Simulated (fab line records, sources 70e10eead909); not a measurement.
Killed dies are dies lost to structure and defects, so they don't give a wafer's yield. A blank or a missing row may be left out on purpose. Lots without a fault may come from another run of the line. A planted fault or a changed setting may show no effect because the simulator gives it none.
Chamber matching | flow nand_harc | NHARC_P_CONTACT_ALD_22 on ald_metal-01: 4 sister chambers
The step deposits TiN, target thk 3 nm, pulse time 1 s, ald cycles 150. 8 wafers are shown with their chamber, then 8 later ones without.

WAFERS WITH THEIR CHAMBER
wafer  | chamber | heater_power_w (W) | precursor_pulse_height_rel
L076.2 | 1       | 888                | 1.013
L079.2 | 0       | 952                | 0.985
L080.5 | 3       | 1121               | 1.027
L082.2 | 1       | 863                | 1.018
L082.4 | 0       | 951                | 1.009
L086.1 | 3       | 1110               | 1.006
L086.5 | 2       | 914                | 0.998
L087.1 | 2       | 915                | 0.985

WAFERS WITHOUT THEIR CHAMBER
wafer  | heater_power_w (W) | precursor_pulse_height_rel
L087.5 | 907                | 1.002
L087.6 | 881                | 1.007
L090.1 | 958                | 0.991
L090.4 | 857                | 1.020
L090.5 | 856                | 0.976
L091.1 | 968                | 1.005
L091.2 | 908                | 0.994
L091.3 | 1109               | 1.016

WHICH CHAMBER EACH WENT THROUGH
wafer  | from the rows above | in truth
L087.5 | 2                   | 2
L087.6 | 1                   | 1
L090.1 | 0                   | 0
L090.4 | 1                   | 1
L090.5 | 1                   | 1
L091.1 | 0                   | 0
L091.2 | 2                   | 2
L091.3 | 3                   | 3
Placed correctly: 8 of 8. Can't be placed from these rows: 0. Placed wrongly: 0.
How it was worked out, from the rows above alone: a wafer's distance from a chamber is the root of the sum, over the readings, of the square of ((its reading less the chamber's mean) divided by the reading's scatter). The wafer belongs to the nearest chamber; if the next one is less than 2 further off, it can't be placed. A chamber's mean is the mean of its shown wafers. The scatter: the root of (the sum of the squares of (reading less its chamber's mean) over the shown wafers, divided by (wafers less chambers)).
